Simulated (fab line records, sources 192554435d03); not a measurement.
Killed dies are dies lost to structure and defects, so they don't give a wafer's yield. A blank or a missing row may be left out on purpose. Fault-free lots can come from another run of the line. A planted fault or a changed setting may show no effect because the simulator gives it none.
The tool behind it: which one? :: flow n5-finfet :: 69 wafers from 23 lots sampled at 4 of the route's 1938 steps

WHAT EACH GAUGE READ, for each wafer
N5_BEOL_M7_OVL_MEAS_29. Usual: V6_OVL -0.2 nm, standard deviation 0.82.
lot: L074
measured: day 9 02:05
on: overlay-01
V6_OVL (nm): -0.5 0.0 0.8
flag: 

lot: L075
measured: day 9 04:12
on: overlay-01
V6_OVL (nm): -2.3 -0.7 -1.6
flag: 

lot: L076
measured: day 9 08:04
on: overlay-02
V6_OVL (nm): 1.7 0.2 0.7
flag: 

lot: L077
measured: day 9 15:25
on: overlay-01
V6_OVL (nm): 1.1 0.8 0.6
flag: 

lot: L078
measured: day 9 22:20
on: overlay-01
V6_OVL (nm): 0.6 0.3 1.3
flag: 

lot: L080
measured: day 10 09:08
on: overlay-02
V6_OVL (nm): -0.2 -0.1 0.2
flag: 

lot: L079
measured: day 10 13:10
on: overlay-01
V6_OVL (nm): -0.7 -1.8 -0.9
flag: 

lot: L081
measured: day 10 20:55
on: overlay-02
V6_OVL (nm): 0.5 0.0 -0.7
flag: 

lot: L082
measured: day 11 00:08
on: overlay-02
V6_OVL (nm): -1.0 -0.7 -1.4
flag: 

lot: L084
measured: day 11 08:17
on: overlay-01
V6_OVL (nm): 0.1 0.1 0.3
flag: 

lot: L083
measured: day 11 13:26
on: overlay-01
V6_OVL (nm): -0.7 -0.4 -0.3
flag: 

lot: L085
measured: day 11 16:36
on: overlay-02
V6_OVL (nm): 0.4 0.0 -0.2
flag: 

lot: L086
measured: day 12 02:03
on: overlay-01
V6_OVL (nm): -0.9 0.4 -0.1
flag: 

lot: L087
measured: day 12 17:41
on: overlay-02
V6_OVL (nm): -0.9 -1.1 -0.6
flag: 

lot: L088
measured: day 12 17:53
on: overlay-02
V6_OVL (nm): -0.4 -1.0 -0.8
flag: 

lot: L090
measured: day 12 20:01
on: overlay-02
V6_OVL (nm): -0.2 0.6 -0.3
flag: 

lot: L092
measured: day 12 23:34
on: overlay-02
V6_OVL (nm): -1.1 -0.6 -0.8
flag: 

lot: L089
measured: day 12 23:54
on: overlay-01
V6_OVL (nm): -1.1 -1.4 -0.3
flag: 

lot: L091
measured: day 13 02:05
on: overlay-01
V6_OVL (nm): -0.6 -0.4 -0.2
flag: 

lot: L094
measured: day 13 23:59
on: overlay-02
V6_OVL (nm): -1.4 -1.0 -1.3
flag: 

lot: L093
measured: day 14 00:43
on: overlay-01
V6_OVL (nm): 0.3 0.2 0.4
flag: 

lot: L096
measured: day 14 22:34
on: overlay-02
V6_OVL (nm): 0.7 -0.1 -0.3
flag: 

lot: L097
measured: day 15 08:48
on: overlay-02
V6_OVL (nm): 1.0 1.7 -0.4
flag: 

N5_BEOL_M7_INSPECT_30: inspects for defects (brightfield). Usual: raw-defect-count at 390, with a standard deviation of 89.
lot: L074
measured: day 9 02:08
on: defect-inspect-01
raw-defect-count: 373 300 251
flag: 

lot: L075
measured: day 9 04:16
on: defect-inspect-01
raw-defect-count: 388 548 434
flag: 

lot: L076
measured: day 9 08:07
on: defect-inspect-01
raw-defect-count: 255 389 327
flag: 

lot: L077
measured: day 9 15:28
on: defect-inspect-01
raw-defect-count: 229 253 245
flag: 

lot: L078
measured: day 9 22:23
on: defect-inspect-01
raw-defect-count: 349 249 308
flag: 

lot: L080
measured: day 10 09:11
on: defect-inspect-02
raw-defect-count: 337 345 332
flag: 

lot: L079
measured: day 10 13:13
on: defect-inspect-01
raw-defect-count: 332 466 351
flag: 

lot: L081
measured: day 10 20:58
on: defect-inspect-01
raw-defect-count: 524 395 336
flag: 

lot: L082
measured: day 11 00:12
on: defect-inspect-02
raw-defect-count: 373 451 474
flag: 

lot: L084
measured: day 11 08:20
on: defect-inspect-02
raw-defect-count: 473 328 443
flag: 

lot: L083
measured: day 11 13:29
on: defect-inspect-02
raw-defect-count: 422 370 342
flag: 

lot: L085
measured: day 11 16:39
on: defect-inspect-02
raw-defect-count: 346 370 483
flag: 

lot: L086
measured: day 12 02:06
on: defect-inspect-01
raw-defect-count: 359 353 401
flag: 

lot: L087
measured: day 12 17:44
on: defect-inspect-01
raw-defect-count: 252 337 367
flag: 

lot: L088
measured: day 12 17:56
on: defect-inspect-01
raw-defect-count: 456 360 413
flag: 

lot: L090
measured: day 12 20:04
on: defect-inspect-02
raw-defect-count: 547 433 419
flag: 

lot: L092
measured: day 12 23:37
on: defect-inspect-02
raw-defect-count: 252 376 330
flag: 

lot: L089
measured: day 12 23:58
on: defect-inspect-01
raw-defect-count: 524 408 388
flag: 

lot: L091
measured: day 13 02:08
on: defect-inspect-02
raw-defect-count: 584 581 461
flag: 

lot: L094
measured: day 14 00:04
on: defect-inspect-02
raw-defect-count: 540 523 407
flag: 

lot: L093
measured: day 14 00:45
on: defect-inspect-02
raw-defect-count: 512 432 356
flag: 

lot: L096
measured: day 14 22:37
on: defect-inspect-01
raw-defect-count: 266 314 345
flag: 

lot: L097
measured: day 15 08:51
on: defect-inspect-01
raw-defect-count: 343 308 377
flag: 

WHICH TOOL RAN EACH LOT (tool, then ch and the chambers of the sampled wafers, then the start)
lot: L074
N5_BEOL_M6_VIA_ETCH_34: rie-diel-06 ch 0,2,3, day 8 19:34
N5_BEOL_M6_TRENCH_ETCH_37: rie-diel-06 ch 0,2,3, day 9 02:05 or earlier

lot: L075
N5_BEOL_M6_VIA_ETCH_34: rie-diel-04 ch 0,2,3, day 8 20:04
N5_BEOL_M6_TRENCH_ETCH_37: rie-diel-04 ch 0,2,3, day 9 04:12 or earlier

lot: L076
N5_BEOL_M6_VIA_ETCH_34: rie-diel-04 ch 0,2,3, day 9 00:33
N5_BEOL_M6_TRENCH_ETCH_37: rie-diel-04 ch 0,2,3, day 9 08:04 or earlier

lot: L077
N5_BEOL_M6_VIA_ETCH_34: rie-diel-06 ch 0,1,3, day 9 08:32
N5_BEOL_M6_TRENCH_ETCH_37: rie-diel-06 ch 0,1,3, day 9 15:25 or earlier

lot: L078
N5_BEOL_M6_VIA_ETCH_34: rie-diel-03 ch 2,3, day 9 15:47
N5_BEOL_M6_TRENCH_ETCH_37: rie-diel-03 ch 2,3, day 9 22:20 or earlier

lot: L080
N5_BEOL_M6_VIA_ETCH_34: rie-diel-04 ch 1,2,3, day 10 01:46
N5_BEOL_M6_TRENCH_ETCH_37: rie-diel-04 ch 1,2,3, day 10 09:08 or earlier

lot: L079
N5_BEOL_M6_VIA_ETCH_34: rie-diel-06 ch 0,1,2, day 10 05:35
N5_BEOL_M6_TRENCH_ETCH_37: rie-diel-06 ch 0,1,2, day 10 13:10 or earlier

lot: L081
N5_BEOL_M6_VIA_ETCH_34: rie-diel-04 ch 0,1,3, day 10 12:13
N5_BEOL_M6_TRENCH_ETCH_37: rie-diel-04 ch 0,1,3, day 10 20:55 or earlier

lot: L082
N5_BEOL_M6_VIA_ETCH_34: rie-diel-03 ch 0,1,2, day 10 15:22
N5_BEOL_M6_TRENCH_ETCH_37: rie-diel-03 ch 0,1,2, day 11 00:08 or earlier

lot: L084
N5_BEOL_M6_VIA_ETCH_34: rie-diel-04 ch 1,2,3, day 10 21:11
N5_BEOL_M6_TRENCH_ETCH_37: rie-diel-04 ch 1,2,3, day 11 08:17 or earlier

lot: L083
N5_BEOL_M6_VIA_ETCH_34: rie-diel-03 ch 1,2,3, day 11 06:35
N5_BEOL_M6_TRENCH_ETCH_37: rie-diel-03 ch 1,2,3, day 11 13:26 or earlier

lot: L085
N5_BEOL_M6_VIA_ETCH_34: rie-diel-06 ch 0,1,3, day 11 08:36
N5_BEOL_M6_TRENCH_ETCH_37: rie-diel-06 ch 0,1,3, day 11 16:36 or earlier

lot: L086
N5_BEOL_M6_VIA_ETCH_34: rie-diel-03 ch 1,2, day 11 17:08
N5_BEOL_M6_TRENCH_ETCH_37: rie-diel-03 ch 1,2, day 12 02:03 or earlier

lot: L087
N5_BEOL_M6_VIA_ETCH_34: rie-diel-03 ch 1,2, day 12 08:18
N5_BEOL_M6_TRENCH_ETCH_37: rie-diel-03 ch 1,2, day 12 17:41 or earlier

lot: L088
N5_BEOL_M6_VIA_ETCH_34: rie-diel-03 ch 0,1, day 12 11:55
N5_BEOL_M6_TRENCH_ETCH_37: rie-diel-03 ch 0,1, day 12 17:53 or earlier

lot: L090
N5_BEOL_M6_VIA_ETCH_34: rie-diel-04 ch 0,1, day 12 13:47
N5_BEOL_M6_TRENCH_ETCH_37: rie-diel-04 ch 0,1, day 12 20:01 or earlier

lot: L092
N5_BEOL_M6_VIA_ETCH_34: rie-diel-04 ch 0,1,2, day 12 15:47
N5_BEOL_M6_TRENCH_ETCH_37: rie-diel-04 ch 0,1,2, day 12 23:34 or earlier

lot: L089
N5_BEOL_M6_VIA_ETCH_34: rie-diel-04 ch 0,3, day 12 18:24
N5_BEOL_M6_TRENCH_ETCH_37: rie-diel-04 ch 0,3, day 12 23:54 or earlier

lot: L091
N5_BEOL_M6_VIA_ETCH_34: rie-diel-06 ch 0,1,3, day 12 18:24
N5_BEOL_M6_TRENCH_ETCH_37: rie-diel-06 ch 2,3, day 13 02:05 or earlier

lot: L094
N5_BEOL_M6_VIA_ETCH_34: rie-diel-04 ch 1,2, day 13 13:48
N5_BEOL_M6_TRENCH_ETCH_37: rie-diel-04 ch 1,2, day 13 23:59 or earlier

lot: L093
N5_BEOL_M6_VIA_ETCH_34: rie-diel-04 ch 0,3, day 13 14:11
N5_BEOL_M6_TRENCH_ETCH_37: rie-diel-04 ch 0,3, day 14 00:43 or earlier

lot: L096
N5_BEOL_M6_VIA_ETCH_34: rie-diel-06 ch 0,2, day 14 10:11
N5_BEOL_M6_TRENCH_ETCH_37: rie-diel-06 ch 0,2, day 14 22:34 or earlier

lot: L097
N5_BEOL_M6_VIA_ETCH_34: rie-diel-03 ch 0,2, day 14 23:53
N5_BEOL_M6_TRENCH_ETCH_37: rie-diel-03 ch 0,2, day 15 08:48 or earlier
- N5_BEOL_M6_VIA_ETCH_34: etches SiCOH lowk in C4F6/O2, target depth 126.3 nm, time 50.9 s.
- N5_BEOL_M6_TRENCH_ETCH_37: etches SiCOH lowk in C4F6/O2, target depth 94.435 nm, time 31.5 s.

WHAT THE TOOLS THEMSELVES READ (means of the sampled wafers that have a number; where no wafer has one, the mark that the record gives instead)
N5_BEOL_M6_VIA_ETCH_34. Usual: drypump-motor-current-A 5.5 A, standard deviation 0.34; oes-product-au 0.82 a.u., standard deviation 0.073; rf-vpp-V 666 V, standard deviation 7.2; showerhead-plenum-p-Torr 2.88 Torr, standard deviation 0.085; throttle-valve-pct 20.82 %, standard deviation 0.3.
lot: L074
tool: rie-diel-06
drypump-motor-current-A (A): 5.7
oes-product-au (a.u.): 0.75
rf-vpp-V (V): 664
showerhead-plenum-p-Torr (Torr): 2.84
throttle-valve-pct (%): 20.98
flag: 

lot: L075
tool: rie-diel-04
drypump-motor-current-A (A): 5.5
oes-product-au (a.u.): 0.86
rf-vpp-V (V): 665
showerhead-plenum-p-Torr (Torr): 2.92
throttle-valve-pct (%): 20.64
flag: 

lot: L076
tool: rie-diel-04
drypump-motor-current-A (A): 5.5
oes-product-au (a.u.): 0.85
rf-vpp-V (V): 665
showerhead-plenum-p-Torr (Torr): 2.92
throttle-valve-pct (%): 20.63
flag: 

lot: L077
tool: rie-diel-06
drypump-motor-current-A (A): 5.8
oes-product-au (a.u.): 0.73
rf-vpp-V (V): 663
showerhead-plenum-p-Torr (Torr): 2.83
throttle-valve-pct (%): 21.00
flag: 

lot: L078
tool: rie-diel-03
drypump-motor-current-A (A): 5.7
oes-product-au (a.u.): 0.92
rf-vpp-V (V): 674
showerhead-plenum-p-Torr (Torr): 2.95
throttle-valve-pct (%): 20.91
flag: 

lot: L080
tool: rie-diel-04
drypump-motor-current-A (A): 5.6
oes-product-au (a.u.): 0.88
rf-vpp-V (V): 665
showerhead-plenum-p-Torr (Torr): 2.90
throttle-valve-pct (%): 20.52
flag: 

lot: L079
tool: rie-diel-06
drypump-motor-current-A (A): 5.3
oes-product-au (a.u.): 0.75
rf-vpp-V (V): 659
showerhead-plenum-p-Torr (Torr): 2.78
throttle-valve-pct (%): 21.03
flag: 

lot: L081
tool: rie-diel-04
drypump-motor-current-A (A): 5.6
oes-product-au (a.u.): 0.87
rf-vpp-V (V): 664
showerhead-plenum-p-Torr (Torr): 2.93
throttle-valve-pct (%): 20.77
flag: 

lot: L082
tool: rie-diel-03
drypump-motor-current-A (A): 5.4
oes-product-au (a.u.): 0.89
rf-vpp-V (V): 669
showerhead-plenum-p-Torr (Torr): 2.87
throttle-valve-pct (%): 20.71
flag: 

lot: L084
tool: rie-diel-04
drypump-motor-current-A (A): 5.6
oes-product-au (a.u.): 0.87
rf-vpp-V (V): 666
showerhead-plenum-p-Torr (Torr): 2.90
throttle-valve-pct (%): 20.52
flag: 

lot: L083
tool: rie-diel-03
drypump-motor-current-A (A): 5.7
oes-product-au (a.u.): 0.90
rf-vpp-V (V): 675
showerhead-plenum-p-Torr (Torr): 2.91
throttle-valve-pct (%): 20.78
flag: 

lot: L085
tool: rie-diel-06
drypump-motor-current-A (A): 5.8
oes-product-au (a.u.): 0.71
rf-vpp-V (V): 662
showerhead-plenum-p-Torr (Torr): 2.83
throttle-valve-pct (%): 21.03
flag: 

lot: L086
tool: rie-diel-03
drypump-motor-current-A (A): 5.7
oes-product-au (a.u.): 0.87
rf-vpp-V (V): 678
showerhead-plenum-p-Torr (Torr): 2.94
throttle-valve-pct (%): 20.60
flag: 

lot: L087
tool: rie-diel-03
drypump-motor-current-A (A): 5.7
oes-product-au (a.u.): 0.86
rf-vpp-V (V): 677
showerhead-plenum-p-Torr (Torr): 2.94
throttle-valve-pct (%): 20.60
flag: 

lot: L088
tool: rie-diel-03
drypump-motor-current-A (A): 5.2
oes-product-au (a.u.): 0.85
rf-vpp-V (V): 662
showerhead-plenum-p-Torr (Torr): 2.78
throttle-valve-pct (%): 20.87
flag: 

lot: L090
tool: rie-diel-04
drypump-motor-current-A (A): 5.7
oes-product-au (a.u.): 0.85
rf-vpp-V (V): 666
showerhead-plenum-p-Torr (Torr): 2.93
throttle-valve-pct (%): 20.91
flag: 

lot: L092
tool: rie-diel-04
drypump-motor-current-A (A): 5.6
oes-product-au (a.u.): 0.82
rf-vpp-V (V): 667
showerhead-plenum-p-Torr (Torr): 2.92
throttle-valve-pct (%): 20.81
flag: 

lot: L089
tool: rie-diel-04
drypump-motor-current-A (A): 5.5
oes-product-au (a.u.): 0.83
rf-vpp-V (V): 664
showerhead-plenum-p-Torr (Torr): 2.91
throttle-valve-pct (%): 20.68
flag: 

lot: L091
tool: rie-diel-06
drypump-motor-current-A (A): 5.8
oes-product-au (a.u.): 0.70
rf-vpp-V (V): 662
showerhead-plenum-p-Torr (Torr): 2.82
throttle-valve-pct (%): 21.05
flag: 

lot: L094
tool: rie-diel-04
drypump-motor-current-A (A): 5.7
oes-product-au (a.u.): 0.82
rf-vpp-V (V): 666
showerhead-plenum-p-Torr (Torr): 2.89
throttle-valve-pct (%): 20.57
flag: 

lot: L093
tool: rie-diel-04
drypump-motor-current-A (A): 5.4
oes-product-au (a.u.): 0.79
rf-vpp-V (V): 664
showerhead-plenum-p-Torr (Torr): 2.94
throttle-valve-pct (%): 20.93
flag: 

lot: L096
tool: rie-diel-06
drypump-motor-current-A (A): 5.2
oes-product-au (a.u.): 0.74
rf-vpp-V (V): 661
showerhead-plenum-p-Torr (Torr): 2.77
throttle-valve-pct (%): 21.08
flag: 

lot: L097
tool: rie-diel-03
drypump-motor-current-A (A): 5.3
oes-product-au (a.u.): 0.80
rf-vpp-V (V): 663
showerhead-plenum-p-Torr (Torr): 2.84
throttle-valve-pct (%): 20.88
flag: 

N5_BEOL_M6_TRENCH_ETCH_37. Usual: drypump-motor-current-A 5.6 A, standard deviation 0.35; oes-product-au 0.82 a.u., standard deviation 0.072; rf-vpp-V 666 V, standard deviation 7; showerhead-plenum-p-Torr 2.88 Torr, standard deviation 0.085; throttle-valve-pct 20.86 %, standard deviation 0.3.
lot: L074
tool: rie-diel-06
drypump-motor-current-A (A): 5.7
oes-product-au (a.u.): 0.75
rf-vpp-V (V): 665
showerhead-plenum-p-Torr (Torr): 2.84
throttle-valve-pct (%): 21.01
flag: 

lot: L075
tool: rie-diel-04
drypump-motor-current-A (A): 5.5
oes-product-au (a.u.): 0.85
rf-vpp-V (V): 665
showerhead-plenum-p-Torr (Torr): 2.92
throttle-valve-pct (%): 20.65
flag: 

lot: L076
tool: rie-diel-04
drypump-motor-current-A (A): 5.5
oes-product-au (a.u.): 0.85
rf-vpp-V (V): 665
showerhead-plenum-p-Torr (Torr): 2.92
throttle-valve-pct (%): 20.68
flag: 

lot: L077
tool: rie-diel-06
drypump-motor-current-A (A): 5.8
oes-product-au (a.u.): 0.73
rf-vpp-V (V): 663
showerhead-plenum-p-Torr (Torr): 2.83
throttle-valve-pct (%): 21.03
flag: 

lot: L078
tool: rie-diel-03
drypump-motor-current-A (A): 5.7
oes-product-au (a.u.): 0.93
rf-vpp-V (V): 674
showerhead-plenum-p-Torr (Torr): 2.95
throttle-valve-pct (%): 20.95
flag: 

lot: L080
tool: rie-diel-04
drypump-motor-current-A (A): 5.7
oes-product-au (a.u.): 0.88
rf-vpp-V (V): 665
showerhead-plenum-p-Torr (Torr): 2.90
throttle-valve-pct (%): 20.56
flag: 

lot: L079
tool: rie-diel-06
drypump-motor-current-A (A): 5.3
oes-product-au (a.u.): 0.76
rf-vpp-V (V): 658
showerhead-plenum-p-Torr (Torr): 2.78
throttle-valve-pct (%): 21.07
flag: 

lot: L081
tool: rie-diel-04
drypump-motor-current-A (A): 5.5
oes-product-au (a.u.): 0.86
rf-vpp-V (V): 666
showerhead-plenum-p-Torr (Torr): 2.93
throttle-valve-pct (%): 20.80
flag: 

lot: L082
tool: rie-diel-03
drypump-motor-current-A (A): 5.4
oes-product-au (a.u.): 0.88
rf-vpp-V (V): 670
showerhead-plenum-p-Torr (Torr): 2.87
throttle-valve-pct (%): 20.74
flag: 

lot: L084
tool: rie-diel-04
drypump-motor-current-A (A): 5.6
oes-product-au (a.u.): 0.87
rf-vpp-V (V): 666
showerhead-plenum-p-Torr (Torr): 2.90
throttle-valve-pct (%): 20.56
flag: 

lot: L083
tool: rie-diel-03
drypump-motor-current-A (A): 5.6
oes-product-au (a.u.): 0.89
rf-vpp-V (V): 675
showerhead-plenum-p-Torr (Torr): 2.91
throttle-valve-pct (%): 20.79
flag: 

lot: L085
tool: rie-diel-06
drypump-motor-current-A (A): 5.8
oes-product-au (a.u.): 0.71
rf-vpp-V (V): 663
showerhead-plenum-p-Torr (Torr): 2.83
throttle-valve-pct (%): 21.06
flag: 

lot: L086
tool: rie-diel-03
drypump-motor-current-A (A): 5.6
oes-product-au (a.u.): 0.85
rf-vpp-V (V): 678
showerhead-plenum-p-Torr (Torr): 2.94
throttle-valve-pct (%): 20.62
flag: 

lot: L087
tool: rie-diel-03
drypump-motor-current-A (A): 5.7
oes-product-au (a.u.): 0.86
rf-vpp-V (V): 678
showerhead-plenum-p-Torr (Torr): 2.94
throttle-valve-pct (%): 20.63
flag: 

lot: L088
tool: rie-diel-03
drypump-motor-current-A (A): 5.3
oes-product-au (a.u.): 0.85
rf-vpp-V (V): 662
showerhead-plenum-p-Torr (Torr): 2.78
throttle-valve-pct (%): 20.92
flag: 

lot: L090
tool: rie-diel-04
drypump-motor-current-A (A): 5.6
oes-product-au (a.u.): 0.85
rf-vpp-V (V): 666
showerhead-plenum-p-Torr (Torr): 2.93
throttle-valve-pct (%): 20.94
flag: 

lot: L092
tool: rie-diel-04
drypump-motor-current-A (A): 5.6
oes-product-au (a.u.): 0.83
rf-vpp-V (V): 666
showerhead-plenum-p-Torr (Torr): 2.92
throttle-valve-pct (%): 20.84
flag: 

lot: L089
tool: rie-diel-04
drypump-motor-current-A (A): 5.5
oes-product-au (a.u.): 0.82
rf-vpp-V (V): 663
showerhead-plenum-p-Torr (Torr): 2.91
throttle-valve-pct (%): 20.71
flag: 

lot: L091
tool: rie-diel-06
drypump-motor-current-A (A): 5.5
oes-product-au (a.u.): 0.75
rf-vpp-V (V): 666
showerhead-plenum-p-Torr (Torr): 2.81
throttle-valve-pct (%): 21.19
flag: 

lot: L094
tool: rie-diel-04
drypump-motor-current-A (A): 5.7
oes-product-au (a.u.): 0.82
rf-vpp-V (V): 666
showerhead-plenum-p-Torr (Torr): 2.89
throttle-valve-pct (%): 20.61
flag: 

lot: L093
tool: rie-diel-04
drypump-motor-current-A (A): 5.4
oes-product-au (a.u.): 0.80
rf-vpp-V (V): 664
showerhead-plenum-p-Torr (Torr): 2.94
throttle-valve-pct (%): 20.98
flag: 

lot: L096
tool: rie-diel-06
drypump-motor-current-A (A): 5.1
oes-product-au (a.u.): 0.75
rf-vpp-V (V): 660
showerhead-plenum-p-Torr (Torr): 2.77
throttle-valve-pct (%): 21.11
flag: 

lot: L097
tool: rie-diel-03
drypump-motor-current-A (A): 5.3
oes-product-au (a.u.): 0.80
rf-vpp-V (V): 663
showerhead-plenum-p-Torr (Torr): 2.84
throttle-valve-pct (%): 20.89
flag: 

THE ANSWER, worked out from the rows above alone
Rule: take the mean of a lot's wafers that have a number; if it is more than 3 standard deviations from the usual mean, the lot is off. Also off: a lot with no number at a reading for which 4 or more lots have one. Where the step has rows for the other lots, those lots are counted as sound. First the gauges in route order, then the tools' own readings, where a lot's mean is used as printed above. The first step at which some lot is off is used, and at that step the reading that is off furthest; a lot without a number counts as furthest.
Nothing can be told from this: no lot is off at any reading shown.

WHAT THE SIMULATOR HAD PUT IN
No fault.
